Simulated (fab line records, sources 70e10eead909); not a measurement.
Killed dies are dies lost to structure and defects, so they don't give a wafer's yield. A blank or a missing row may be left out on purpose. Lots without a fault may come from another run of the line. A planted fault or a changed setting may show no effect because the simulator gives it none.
Which tool did it? | flow nand_harc | 10 lots, 30 wafers sampled, at 5 steps of a route of 1159

WHAT THE GAUGES READ, wafer by wafer
NHARC_END_SORT_01.
lot  | measured     | on        | defect_limited_yield (%)
L498 | day 21 03:25 | prober-01 | 96.2 95.6 95.9
L505 | day 22 07:11 | prober-02 | 95.7 95.3 96.2
L514 | day 24 18:07 | prober-02 | 95.3 95.0 95.6

WHICH TOOL RAN EACH LOT (tool, then ch and the chambers of the sampled wafers, then the start)
lot  | NHARC_P_CONTACT_ETCH_35            | NHARC_P_CONTACT_ETCH_18                       | NHARC_P_CONTACT_ETCH_31                       | NHARC_P_M0_DEP_00
L493 | rie_diel-05 ch 0,1, day 5 20:17    | rie_diel-05 ch 0,2,3, day 6 05:46 or earlier  | rie_diel-05 ch 0,1,3, day 6 05:46 or earlier  | pecvd-04 ch 0,2, day 6 05:46
L497 | rie_diel-08 ch 1,2,3, day 7 03:31  | rie_diel-08 ch 1,2,3, day 7 08:11 or earlier  | rie_diel-08 ch 0,2,3, day 7 08:11 or earlier  | pecvd-04 ch 0,1,2, day 7 08:11
L498 | rie_diel-09 ch 2,3, day 7 04:02    | rie_diel-09 ch 0,1,2, day 7 08:47 or earlier  | rie_diel-09 ch 0,2,3, day 7 08:47 or earlier  | pecvd-04 ch 1,2, day 7 08:47
L505 | rie_diel-05 ch 0,1,2, day 8 20:52  | rie_diel-05 ch 1,2, day 8 23:56 or earlier    | rie_diel-05 ch 0,1,3, day 8 23:56 or earlier  | pecvd-03 ch 0,1, day 8 23:56
L504 | rie_diel-08 ch 1,2,3, day 8 21:10  | rie_diel-08 ch 0,3, day 9 00:16 or earlier    | rie_diel-08 ch 0,3, day 9 00:16 or earlier    | pecvd-02 ch 0,2, day 9 00:16
L507 | rie_diel-08 ch 0,2, day 9 06:29    | rie_diel-08 ch 0,2, day 9 16:56 or earlier    | rie_diel-08 ch 0,3, day 9 16:56 or earlier    | pecvd-03 ch 0,1,2, day 9 16:56
L509 | rie_diel-05 ch 1,2, day 9 22:29    | rie_diel-05 ch 0,1, day 10 07:24 or earlier   | rie_diel-05 ch 0,3, day 10 07:24 or earlier   | pecvd-03 ch 0,1,2, day 10 07:24
L510 | rie_diel-05 ch 0,2,3, day 10 02:26 | rie_diel-05 ch 0,1,3, day 10 08:02 or earlier | rie_diel-05 ch 0,2,3, day 10 08:02 or earlier | pecvd-03 ch 1,2, day 10 08:02
L514 | rie_diel-09 ch 0,2, day 10 19:31   | rie_diel-09 ch 0,2,3, day 10 23:00 or earlier | rie_diel-09 ch 0,2, day 10 23:00 or earlier   | pecvd-04 ch 0,1, day 10 23:00
L515 | rie_diel-08 ch 1,3, day 11 09:59   | rie_diel-08 ch 0,1, day 11 16:01 or earlier   | rie_diel-08 ch 0,2, day 11 16:01 or earlier   | pecvd-03 ch 0,1, day 11 16:01
- NHARC_P_CONTACT_ETCH_35: etches the open film in CF4, target depth 39 nm, time 65 s.
- NHARC_P_CONTACT_ETCH_18: etches the open film in C4F8/O2/Ar, target depth 481 nm, time 240.5 s.
- NHARC_P_CONTACT_ETCH_31: etches the open film in CH3F/O2, target depth 30 nm, time 85.7 s.
- NHARC_P_M0_DEP_00: deposits SiOC, target thk 150 nm.

THE ANSWER, worked out from the rows above alone
Rule: what is usual is taken from the lots themselves. Put in order of their means at a reading, lots are off if they are a third of the lots or fewer, leave a main group of 4 or more, and stand apart from it by a gap of 3 or more times the standard deviation of the main group's means; of several such gaps the widest counts. A main group whose means are all the same, to the digits that the tables above print for the reading, isn't used. A lot without any number at a reading at which 4 lots or more have one is off too. The other lots that the step has rows for count as sound.
No lot is off at any reading shown: from this, nothing can be told.

WHAT THE SIMULATOR HAD PUT IN
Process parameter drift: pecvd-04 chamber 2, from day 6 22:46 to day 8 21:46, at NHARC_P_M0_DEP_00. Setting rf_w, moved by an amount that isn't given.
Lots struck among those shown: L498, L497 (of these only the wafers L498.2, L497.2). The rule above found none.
